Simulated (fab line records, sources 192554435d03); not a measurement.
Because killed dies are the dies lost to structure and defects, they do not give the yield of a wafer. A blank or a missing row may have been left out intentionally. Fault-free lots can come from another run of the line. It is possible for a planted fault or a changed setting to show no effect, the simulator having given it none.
Matching of chambers -- flow n5Finfet -- N5_BEOL_M3_CO_CAP_55 on cvdCo-02 has 3 sister chambers
The step material Co, precursor CCTBA/H2, target thk 2 nm, time 102.1 s. 6 wafers are shown with their chamber, then 8 later ones without.

WAFERS, EACH WITH ITS CHAMBER
wafer,chamber,heaterPowerW (W),chamberPressureTorr (Torr)
L086.5,1,251,29.91
L089.3,0,270,30.07
L090.3,0,277,29.92
L090.4,2,225,30.06
L090.5,1,261,29.98
L092.1,2,209,30.07

WAFERS WITHOUT THEIR CHAMBER
wafer,heaterPowerW (W),chamberPressureTorr (Torr)
L092.2,252,29.93
L092.3,270,30.10
L094.1,256,30.00
L094.5,257,30.05
L094.6,269,30.07
L096.1,270,29.99
L096.2,209,29.90
L096.4,212,29.83

CHAMBER TAKEN BY EACH
wafer,from the rows above,in truth
L092.2,1,1
L092.3,can't be placed: 0 or 1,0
L094.1,can't be placed: 1 or 0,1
L094.5,can't be placed: 1 or 0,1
L094.6,can't be placed: 0 or 1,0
L096.1,can't be placed: 0 or 1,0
L096.2,2,2
L096.4,2,2
Correctly placed: 3 of 8. Can't be placed from these rows: 5 (the true chamber is among the candidates in 5). 0 placed wrongly.
How it was worked out, from the rows above alone: a wafer's distance from a chamber is the root of the sum, over the readings, of the square of ((its reading less the chamber's mean) divided by the reading's scatter). The wafer belongs to the nearest chamber; if the next one is less than 2 further off, it can't be placed. Each chamber's mean is taken over the wafers shown for it. How the scatter is found: for the shown wafers, subtract from each reading the mean of its chamber, square and add these, divide the total by (wafers less chambers), then take the root.
